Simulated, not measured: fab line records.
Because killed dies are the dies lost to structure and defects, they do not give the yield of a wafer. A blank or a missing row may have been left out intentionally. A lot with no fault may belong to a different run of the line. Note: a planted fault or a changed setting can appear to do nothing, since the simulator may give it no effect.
fab line records ; flow nand-harc
[record] lots = 5; wafers = 15; last-day = 31
route steps=1302 shown THIN_TSV@1290 END@1301
lots with no fault: from the same line, run without faults
start-h: hours from the record's opening day to when the first of the lot's shown wafers began ; wait-h: time in hours since the lot's previous step ; " repeats the value in the row above ; L1.1+2: a row that stands for several wafers ; - no value present, or no start provided ; * or withheld: withheld ; < > ~ a bound
route shown NAME@n: NAME is a module with steps in the file, n the number in the route of the first one ; usual: the fault-free wafers' mean and standard deviation ; same: alike in all rows ; chamber/n: place in a boat ; sites: readings site by site ; _std_site: standard deviation across them ; _edge_site: inner sites' mean taken away from outer sites' mean ; radius-mm: how far each site lies from the wafer's centre ; mask NAME#n: copy n ; behind: the tool/chamber that last shaped the wafer ; hold: reason for holding the lot/hours on hold/outcome of the hold ; device: transistor that didn't switch, given as n, p or np ; end of line: at the end of the route, the tests of the same wafers ; step lacking rows: just its recipe ; killed: not the wafer's yield, but the dies lost to structure and defects at the first sort ; map: dies across one wafer; x = killed, . = not, _ = none there
set.NAME: the setting that was run; set.NAME@STEP: the one run at that earlier step ; model.NAME: the simulator's own value behind a step, which no gauge read
a table for each step, a row for each wafer; lots at some steps of the route
services: when a tool's chamber went out of use (start-h, in hours from the record's first day, below 0 if earlier), for how many hours, and the reason
[[steps]]
[step NHARC_THIN_TSV_DEVELOP_32]
[recipe] time-s = 70
lot.wafer;tool;chamber;start-h;wait-h
L078.2+3+5;litho-track-07;0;-;-
L079.2+4+6;litho-track-05;0;-;-
L082.1+3+5;litho-track-03;0;-;-
L093.1+4+6;litho-track-05;0;-;-
L091.2+4+6;litho-track-03;0;-;-
[step NHARC_THIN_TSV_CD_MEAS_33]
[recipe] target-cd-nm = 5000; landing-energy-ev = 500
[usual] cd-nm = 4999.5/1.2
lot.wafer;tool;chamber;start-h;wait-h;cd-nm
L078.2;cd-sem-02;0;586.10;-;4999.7
L078.3;cd-sem-02;0;586.10;-;5002.0
L078.5;cd-sem-02;0;586.10;-;5001.7
L079.2;cd-sem-02;0;587.27;-;4998.7
L079.4;cd-sem-02;0;587.27;-;4999.1
L079.6;cd-sem-02;0;587.27;-;4999.8
L082.1;cd-sem-02;0;642.77;-;4998.2
L082.3;cd-sem-02;0;642.77;-;4999.3
L082.5;cd-sem-02;0;642.77;-;4999.3
L093.1;cd-sem-02;0;723.35;-;5001.4
L093.4;cd-sem-02;0;723.35;-;5002.0
L093.6;cd-sem-02;0;723.35;-;5000.8
L091.2;cd-sem-03;0;724.36;-;4999.9
L091.4;cd-sem-03;0;724.36;-;5000.3
L091.6;cd-sem-03;0;724.36;-;4999.0
[step NHARC_THIN_TSV_HARDBAKE_34]
[recipe] temp-c = 125; time-s = 80
lot.wafer;tool;chamber;start-h;wait-h
L078.2+3+5;litho-track-05;0;586.18;-
L079.2+4+6;litho-track-07;0;587.35;-
L082.1+3+5;litho-track-05;0;642.85;-
L093.1+4+6;litho-track-07;0;723.43;-
L091.2+4+6;litho-track-05;0;724.44;-
[step NHARC_THIN_TSV_DESCUM_35]
[recipe] time-s = 3; o2-flow-sccm = 200; ar-flow-sccm = 0; bias-power-w = 0; chemistry = O2
[usual] drypump-motor-current-A = 5.8/0.47; oes-product-au = 0.998/0.0072; rf-vpp-V = 57.5/1; showerhead-plenum-p-Torr = 1.88/0.074; throttle-valve-pct = 11.312/0.0096
lot.wafer;tool;chamber;start-h;wait-h;drypump-motor-current-A;oes-product-au;rf-hours-counter-h;rf-vpp-V;showerhead-plenum-p-Torr;throttle-valve-pct
L078.2;rie-diel-13;1;586.26;-;5.2;1.009;2;57.6;1.84;11.306
L078.3;rie-diel-13;0;586.26;-;5.1;1.006;3;57.2;1.82;11.302
L078.5;rie-diel-13;0;586.26;-;5.1;1.007;-;58.6;1.82;11.314
L079.4;rie-diel-01;3;587.44;-;6.3;1.006;1;57.6;1.90;11.312
L079.2;rie-diel-01;1;587.44;-;5.8;0.997;1;56.2;1.83;11.321
L079.6;rie-diel-01;3;587.44;-;6.3;1.003;-;57.5;1.90;11.310
L082.1;rie-diel-05;0;642.95;-;5.7;0.998;2;58.4;2.02;11.310
L082.3;rie-diel-05;2;642.95;-;6.1;0.994;2;57.3;1.84;11.317
L082.5;rie-diel-05;3;642.95;-;5.2;1.000;-;58.0;1.89;11.315
L093.1;rie-diel-05;0;723.54;-;5.7;0.994;5;58.2;2.02;11.320
L093.4;rie-diel-05;1;723.54;-;6.2;0.988;5;56.4;1.81;11.302
L093.6;rie-diel-05;3;723.54;-;5.2;0.997;-;58.7;1.89;11.318
L091.2;rie-diel-01;3;724.51;-;6.3;1.000;11;56.3;1.90;11.319
L091.4;rie-diel-01;2;724.51;-;6.2;1.007;12;58.9;1.99;11.310
L091.6;rie-diel-01;0;724.51;-;5.8;0.982;-;58.4;1.92;11.296
[step NHARC_THIN_TSV_ETCH_59]
[recipe] target-depth-a = 8800; icp-w = 900; bias-w = 100; Cl2_flow_sccm = 60; bcl3-flow-sccm = 30; time-s = 138.1; chemistry = Cl2/BCl3
[usual] drypump-motor-current-A = 5.4/0.46; he-backside-leak-sccm = 3.41/0.15; oes-product-au = 1.002/0.0083; throttle-valve-pct = 22.264/0.01
lot.wafer;tool;chamber;start-h;wait-h;drypump-motor-current-A;he-backside-leak-sccm;oes-product-au;rf-hours-counter-h;throttle-valve-pct
L078.2;rie-metal-01;1;586.45;0.2;4.7;3.37;1.006;0.0;22.258
L078.3;rie-metal-01;0;586.45;0.2;5.0;3.54;1.004;-;22.271
L078.5;rie-metal-01;1;586.45;0.2;4.7;3.35;0.999;-;22.273
L079.2;rie-metal-02;1;587.59;0.1;5.6;3.02;0.993;2.5;22.267
L079.4;rie-metal-02;0;587.59;0.1;5.9;3.46;0.997;-;22.281
L079.6;rie-metal-02;0;587.59;0.1;5.9;3.47;0.994;-;22.279
L082.1;rie-metal-02;1;643.06;0.1;5.6;3.19;0.992;0.0;22.241
L082.3;rie-metal-02;0;643.06;0.1;5.9;3.60;1.012;-;22.267
L082.5;rie-metal-02;0;643.06;0.1;5.9;3.61;1.007;-;22.270
L093.1;rie-metal-01;0;723.68;0.1;5.0;3.37;0.996;2.0;22.255
L093.4;rie-metal-01;1;723.68;0.1;4.7;3.52;1.001;-;22.276
L093.6;rie-metal-01;0;723.68;0.1;5.0;3.51;0.997;-;22.259
L091.2;rie-metal-02;1;724.64;0.1;5.6;3.22;0.997;1.1;22.260
L091.4;rie-metal-02;0;724.64;0.1;5.9;3.64;1.019;-;22.256
L091.6;rie-metal-02;1;724.64;0.1;5.7;3.29;1.005;-;22.252
[step NHARC_THIN_TSV_ETCH_36]
[recipe] target-depth-a = 650; over-etch-frac = 0.3; time-s = 18.571; ion-energy-ev = 150; chemistry = Cl2/BCl3
[usual] drypump-motor-current-A = 5.4/0.46; he-backside-leak-sccm = 3.41/0.16; oes-product-au = 1.001/0.0078
[same] over-etch-frac = 0.3
lot.wafer;tool;chamber;start-h;wait-h;drypump-motor-current-A;he-backside-leak-sccm;oes-product-au;rf-hours-counter-h
L078.2;rie-metal-01;0;586.68;0.2;4.9;3.43;1.003;0.2
L078.3;rie-metal-01;0;586.68;0.2;4.9;3.52;0.994;-
L078.5;rie-metal-01;0;586.68;0.2;5.0;3.54;0.992;-
L079.2;rie-metal-02;1;587.82;0.2;5.6;3.23;0.989;2.6
L079.4;rie-metal-02;1;587.82;0.2;5.6;3.17;0.981;-
L079.6;rie-metal-02;0;587.82;0.2;6.0;3.62;0.989;-
L082.1;rie-metal-02;1;643.32;0.2;5.7;3.20;1.008;0.2
L082.3;rie-metal-02;1;643.32;0.2;5.6;3.20;0.991;-
L082.5;rie-metal-02;0;643.32;0.2;6.0;3.44;1.011;-
L093.1;rie-metal-01;0;723.91;0.2;4.9;3.57;1.001;2.2
L093.4;rie-metal-01;0;723.91;0.2;4.9;3.41;0.997;-
L093.6;rie-metal-01;1;723.91;0.2;4.7;3.42;1.007;-
L091.2;rie-metal-02;0;724.91;0.2;6.0;3.51;1.020;1.2
L091.4;rie-metal-02;1;724.91;0.2;5.7;3.13;1.005;-
L091.6;rie-metal-02;0;724.91;0.2;6.0;3.71;1.017;-
[step NHARC_THIN_TSV_STRIP_56]
[recipe] power-w = 1500; temp-c = 250; chemistry = O2
[usual] drypump-motor-current-A = 5.8/0.5; heater-power-w = 332/38; rf-refl-power-W = 24/5.7; temp-c = 250.00/0.17
lot.wafer;tool;chamber;start-h;wait-h;drypump-motor-current-A;heater-power-w;rf-hours-counter-h;rf-refl-power-W;temp-c
L078.2;plasma-asher-02;0;586.82;0.1;5.2;356;30;27;249.97
L078.3;plasma-asher-02;1;586.82;0.1;6.7;336;-;24;249.85
L078.5;plasma-asher-02;0;586.82;0.1;5.2;353;-;28;250.13
L079.2;plasma-asher-01;1;587.96;0.1;5.7;280;11;-;250.06
L079.4;plasma-asher-01;0;587.96;0.1;5.7;333;-;-;249.83
L079.6;plasma-asher-01;0;587.96;0.1;5.7;331;-;-;250.15
L082.1;plasma-asher-01;0;643.43;0.1;5.7;329;25;29;250.01
L082.3;plasma-asher-01;0;643.43;0.1;5.7;331;-;29;249.63
L082.5;plasma-asher-01;0;643.43;0.1;5.7;329;-;29;249.89
L093.1;plasma-asher-01;1;724.01;0.1;5.7;273;4;14;249.79
L093.4;plasma-asher-01;0;724.01;0.1;5.7;341;-;29;250.14
L093.6;plasma-asher-01;1;724.01;0.1;5.7;272;-;15;250.00
L091.2;plasma-asher-02;1;725.00;0.1;6.6;374;25;23;250.10
L091.4;plasma-asher-02;1;725.00;0.1;6.6;379;-;23;250.50
L091.6;plasma-asher-02;0;725.00;0.1;5.2;356;-;28;249.70
[step NHARC_THIN_TSV_STRIP_57]
[recipe] time-s = 1200; temp-c = 72.5; chemistry = post-etch-residue-remover
[usual] bath-heat-duty-pct = 14.3/1.9; temp-c = 72.50/0.12
lot.wafer;tool;chamber;start-h;wait-h;bath-heat-duty-pct;temp-c
L078.2;wet-bench-08;2;587.12;0.3;17.6;72.33
L078.5;wet-bench-08;4;587.12;0.3;12.4;72.67
L078.3;wet-bench-08;7;587.12;0.3;12.2;72.25
L079.6;wet-bench-10;0;588.26;0.1;14.0;72.32
L079.4;wet-bench-10;1;588.26;0.1;11.7;72.74
L079.2;wet-bench-10;3;588.26;0.1;14.6;72.62
L082.1;wet-bench-10;2;643.80;0.3;15.1;72.59
L082.5;wet-bench-10;4;643.80;0.3;15.7;72.48
L082.3;wet-bench-10;5;643.80;0.3;18.4;72.49
L093.4;wet-bench-08;5;724.38;0.2;13.8;72.47
L093.1;wet-bench-08;7;724.38;0.2;12.4;72.54
L093.6;wet-bench-08;0;724.38;0.2;15.9;72.28
L091.4;wet-bench-10;2;725.35;0.2;16.3;72.47
L091.6;wet-bench-10;5;725.35;0.2;17.0;72.62
L091.2;wet-bench-10;6;725.35;0.2;14.0;72.58
[step NHARC_THIN_TSV_CD_MEAS_37]
[usual] cd-nm = 5000.2/2.5
lot.wafer;tool;chamber;start-h;wait-h;cd-nm
L078.2;cd-sem-03;-;587.57;-;4997.5
L078.3;cd-sem-03;-;587.57;-;5000.9
L078.5;cd-sem-03;-;587.57;-;5000.5
L079.2;cd-sem-03;-;588.71;-;5000.1
L079.4;cd-sem-03;-;588.71;-;5002.1
L079.6;cd-sem-03;-;588.71;-;5002.0
L082.1;cd-sem-03;-;644.22;-;4993.4
L082.3;cd-sem-03;-;644.22;-;4997.9
L082.5;cd-sem-03;-;644.22;-;4997.7
L093.1;cd-sem-01;-;724.81;-;5002.0
L093.4;cd-sem-01;-;724.81;-;5001.9
L093.6;cd-sem-01;-;724.81;-;5001.7
L091.2;cd-sem-01;-;725.80;-;4997.8
L091.4;cd-sem-01;-;725.80;-;5001.4
L091.6;cd-sem-01;-;725.80;-;4996.5
[step NHARC_THIN_TSV_ANNEAL_58]
[recipe] temp-c = 400; time-s = 1800
[usual] zone-power-top-pct = 10.5/1.2
lot.wafer;tool;chamber;start-h;wait-h;zone-power-top-pct
L078.2;furnace-04;0;590.64;3.1;9.1
L078.3;furnace-04;0;590.64;3.1;9.2
L078.5;furnace-04;0;590.64;3.1;9.1
L079.2;furnace-04;0;590.64;1.9;9.3
L079.4;furnace-04;0;590.64;1.9;9.0
L079.6;furnace-04;0;590.64;1.9;9.2
L082.1;furnace-04;0;647.30;3.1;9.2
L082.3;furnace-04;0;647.30;3.1;9.2
L082.5;furnace-04;0;647.30;3.1;9.3
L091.2;furnace-02;0;728.88;3.1;11.8
L091.4;furnace-02;0;728.88;3.1;12.1
L091.6;furnace-02;0;728.88;3.1;12.1
L093.1;furnace-02;0;728.88;4.1;12.0
L093.4;furnace-02;0;728.88;4.1;11.8
L093.6;furnace-02;0;728.88;4.1;12.1
[step NHARC_THIN_TSV_INSPECT_40]
[usual] raw-defect-count = 572/98
lot.wafer;tool;chamber;start-h;wait-h;raw-defect-count
L078.2;defect-inspect-02;-;592.08;0.4;701
L078.3;defect-inspect-02;-;592.08;0.4;626
L078.5;defect-inspect-02;-;592.08;0.4;735
L079.2;defect-inspect-01;-;592.08;0.4;711
L079.4;defect-inspect-01;-;592.08;0.4;738
L079.6;defect-inspect-01;-;592.08;0.4;644
L082.1;defect-inspect-02;-;648.75;0.4;688
L082.3;defect-inspect-02;-;648.75;0.4;676
L082.5;defect-inspect-02;-;648.75;0.4;672
L093.1;defect-inspect-01;-;730.34;0.4;598
L093.4;defect-inspect-01;-;730.34;0.4;552
L093.6;defect-inspect-01;-;730.34;0.4;668
L091.2;defect-inspect-02;-;730.34;0.4;502
L091.4;defect-inspect-02;-;730.34;0.4;490
L091.6;defect-inspect-02;-;730.34;0.4;587
[step NHARC_END_WLT_00]
[usual] VT_DECK1_BOTTOM = 0.870/0.0077; VT_DECK1_BOTTOM_INNER = 0.870/0.0079; VT_DECK1_MEDIAN_NEAR_BOTTOM = 0.872/0.0072; VT_DECK1_MEDIAN_NEAR_BOTTOM_INNER = 0.871/0.008; VT_DECK1_MIDDLE = 0.883/0.0078; VT_DECK1_MIDDLE_INNER = 0.883/0.0075; VT_DECK1_TOP = 0.894/0.0084; VT_DECK1_TOP_INNER = 0.895/0.0085; VT_DECK2_BOTTOM = 0.874/0.0069; VT_DECK2_BOTTOM_INNER = 0.874/0.0073; VT_DECK2_MEDIAN_NEAR_BOTTOM = 0.874/0.0068; VT_DECK2_MEDIAN_NEAR_BOTTOM_INNER = 0.875/0.0068; VT_DECK2_MIDDLE = 0.887/0.0065; VT_DECK2_MIDDLE_INNER = 0.886/0.0069; VT_DECK2_TOP = 0.898/0.0071; VT_DECK2_TOP_INNER = 0.898/0.0073
lot.wafer;tool;chamber;start-h;wait-h;VT_DECK1_BOTTOM;VT_DECK1_BOTTOM_INNER;VT_DECK1_MEDIAN_NEAR_BOTTOM;VT_DECK1_MEDIAN_NEAR_BOTTOM_INNER;VT_DECK1_MIDDLE;VT_DECK1_MIDDLE_INNER;VT_DECK1_TOP;VT_DECK1_TOP_INNER;VT_DECK2_BOTTOM;VT_DECK2_BOTTOM_INNER;VT_DECK2_MEDIAN_NEAR_BOTTOM;VT_DECK2_MEDIAN_NEAR_BOTTOM_INNER;VT_DECK2_MIDDLE;VT_DECK2_MIDDLE_INNER;VT_DECK2_TOP;VT_DECK2_TOP_INNER
L078.2;prober-02;-;592.64;0.6;0.865;0.862;0.876;0.866;0.879;0.877;0.886;0.888;0.865;0.866;0.863;0.868;0.881;0.882;0.891;0.892
L078.3;prober-02;-;592.64;0.6;0.864;0.868;0.874;0.869;0.887;0.871;0.890;0.888;0.865;0.858;0.869;0.870;0.885;0.885;0.894;0.892
L078.5;prober-02;-;594.15;2.1;0.870;0.874;0.870;0.868;0.878;0.881;0.881;0.897;0.869;0.870;0.866;0.877;0.887;0.888;0.890;0.896
L079.2;prober-01;-;593.28;1.2;0.872;0.877;0.877;0.884;0.897;0.890;0.907;0.901;0.878;0.873;0.876;0.882;0.895;0.899;0.909;0.908
L079.4;prober-01;-;594.29;2.2;0.876;0.877;0.880;0.881;0.895;0.898;0.906;0.905;0.878;0.877;0.887;0.886;0.889;0.891;0.907;0.904
L079.6;prober-01;-;595.30;3.2;0.875;0.877;0.876;0.885;0.884;0.887;0.907;0.907;0.877;0.875;0.884;0.881;0.886;0.895;0.905;0.902
L082.1;prober-02;-;648.96;0.2;0.873;0.870;0.870;0.877;0.882;0.886;0.900;0.891;0.874;0.882;0.879;0.877;0.892;0.893;0.897;0.908
L082.3;prober-02;-;648.96;0.2;0.870;0.871;0.869;0.866;0.883;0.883;0.893;0.902;0.880;0.879;0.868;0.883;0.889;0.885;0.902;0.898
L082.5;prober-02;-;650.95;2.2;0.877;0.879;0.874;0.868;0.890;0.882;0.895;0.891;0.887;0.886;0.893;0.880;0.885;0.890;0.898;0.896
L093.1;prober-02;-;730.40;0.1;0.868;0.871;0.870;0.868;0.894;0.882;0.897;0.901;0.867;0.872;0.879;0.868;0.878;0.879;0.888;0.895
L093.4;prober-02;-;731.87;1.5;0.869;0.876;0.870;0.868;0.887;0.881;0.894;0.900;0.867;0.865;0.865;0.866;0.880;0.882;0.898;0.889
L093.6;prober-02;-;731.87;1.5;0.872;0.868;0.868;0.868;0.887;0.888;0.894;0.888;0.865;0.854;0.864;0.863;0.876;0.882;0.886;0.894
L091.2;prober-01;-;730.89;0.5;0.866;0.863;0.872;0.859;0.872;0.880;0.890;0.892;0.878;0.872;0.876;0.881;0.883;0.885;0.901;0.899
L091.4;prober-01;-;731.90;1.6;0.865;0.864;0.868;0.863;0.880;0.874;0.887;0.887;0.874;0.870;0.878;0.873;0.894;0.883;0.896;0.899
L091.6;prober-01;-;732.90;2.6;0.868;0.862;0.871;0.864;0.883;0.876;0.901;0.892;0.873;0.872;0.873;0.876;0.884;0.876;0.896;0.895
[step NHARC_END_SORT_01]
[recipe] temp-c = 25
[usual] defect-limited-yield = 90.8/2.2; killed-at-array = 58/15; killed-at-other = 0.8/1.2; killed-at-periphery = 3.5/2.5; killed-dies = 62/15; killed-open = 3.2/1.7; killed-short = 2.4/1.5
[same] gross-dies = 677
lot.wafer;tool;chamber;start-h;wait-h;defect-limited-yield[%];killed-at-array;killed-at-other;killed-at-periphery;killed-dies;killed-open;killed-short
L078.2;prober-02;0;595.95;2.8;88.6;74;2;1;77;2;3
L078.3;prober-02;0;596.76;3.1;85.7;88;0;9;97;6;3
L078.5;prober-02;0;598.36;3.7;87.7;76;2;5;83;3;2
// killed by level:class
L078.2 A_CHANNEL_HOLE_D1:chamber-film-flake=28 A_CHANNEL_HOLE_D2:chamber-film-flake=27 A_SLIT:chamber-film-flake=11 A_CONTACT:chamber-film-flake=2 THIN_TSV:chamber-film-flake=2 P_M0:geometric-particle:short=1 A_SOURCE_PLATE:geometric-particle:short=1 A_ONON_D1:geometric-particle:open=1
L078.3 A_CHANNEL_HOLE_D2:chamber-film-flake=31 A_CHANNEL_HOLE_D1:chamber-film-flake=29 A_SLIT:chamber-film-flake=21 A_CONTACT:chamber-film-flake=3 P_GATE:geometric-particle:open=2 P_M2:geometric-particle:open=2 A_CHANNEL_FILL_D1:chamber-film-flake=2 P_GATE:geometric-particle:short=1
L078.5 A_SLIT:chamber-film-flake=24 A_CHANNEL_HOLE_D2:chamber-film-flake=22 A_CHANNEL_HOLE_D1:chamber-film-flake=19 A_STAIRCASE:chamber-film-flake=4 P_ZERO_WELL:chamber-film-flake=2 A_DECK1_JOINT:chamber-film-flake=2 THIN_TSV:chamber-film-flake=2 P_GATE:geometric-particle:open=1
[[services]]
tool;chamber;start-h;hours;kind
rie-diel-01;0;568.45;6.7;repair
rie-metal-01;-;575.00;9.0;pm
furnace-02;-;575.01;26.0;pm
rie-diel-13;2;577.55;21.9;repair
rie-diel-05;-;583.60;9.0;pm
litho-track-07;-;601.00;7.0;pm
plasma-asher-02;-;603.00;9.0;pm
rie-diel-01;0;618.00;2.5;repair
rie-metal-02;-;620.23;0.6;repair
litho-track-03;-;625.00;7.0;pm
rie-metal-02;-;631.00;9.0;pm
rie-metal-02;0;631.00;9.0;vent-cycle
rie-metal-02;1;631.00;9.0;vent-cycle
wet-bench-08;-;646.42;8.0;pm
litho-track-05;-;649.00;7.0;pm
wet-bench-10;-;663.20;8.0;pm
plasma-asher-01;-;666.84;3.5;repair
plasma-asher-02;-;670.12;11.2;repair
plasma-asher-01;-;696.00;9.0;pm
rie-diel-13;-;696.00;9.0;pm
rie-metal-02;-;709.83;0.5;repair
rie-diel-01;-;711.71;1.4;repair
furnace-04;-;725.27;18.4;repair
rie-metal-02;-;728.84;0.5;repair
[[key]]
fault none
